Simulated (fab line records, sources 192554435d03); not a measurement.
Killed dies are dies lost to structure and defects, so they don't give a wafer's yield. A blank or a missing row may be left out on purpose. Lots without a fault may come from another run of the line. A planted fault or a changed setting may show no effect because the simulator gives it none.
Chamber matching | flow n5_finfet | N5_SD_EPI_P_ETCH_47 on rie_diel-05: 4 sister chambers
The step etches SiOCN in CH3F/O2, target depth 25 nm. 4 wafers are shown with their chamber, then 7 later ones without.

WAFERS WITH THEIR CHAMBER
wafer  | chamber | throttle_valve_pct (%)
L076.2 | 2       | 16.66
L086.6 | 0       | 16.19
L088.2 | 1       | 16.02
L088.4 | 3       | 16.60

WAFERS WITHOUT THEIR CHAMBER
wafer  | throttle_valve_pct (%)
L088.5 | 16.60
L094.1 | 16.24
L094.4 | 16.22
L094.5 | 16.24
L095.1 | 16.60
L095.2 | 16.21
L095.4 | 16.24

WHICH CHAMBER EACH WENT THROUGH
wafer  | from the rows above     | in truth
L088.5 | can't be placed: 3 or 2 | 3
L094.1 | 0                       | 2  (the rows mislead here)
L094.4 | 0                       | 0
L094.5 | 0                       | 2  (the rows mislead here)
L095.1 | can't be placed: 3 or 2 | 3
L095.2 | 0                       | 0
L095.4 | 0                       | 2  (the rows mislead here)
Placed correctly: 2 of 7. Can't be placed from these rows: 2 (the true chamber is among the candidates in 2). Placed wrongly: 3.
How it was worked out, from the rows above alone: a wafer's distance from a chamber is the root of the sum, over the readings, of the square of ((its reading less the chamber's mean) divided by the reading's scatter). The wafer belongs to the nearest chamber; if the next one is less than 2 further off, it can't be placed. A chamber's mean is the mean of its shown wafers. The scatter: with one shown wafer a chamber, the root of the mean of the squares of how far each hidden wafer lies from its nearest shown one.
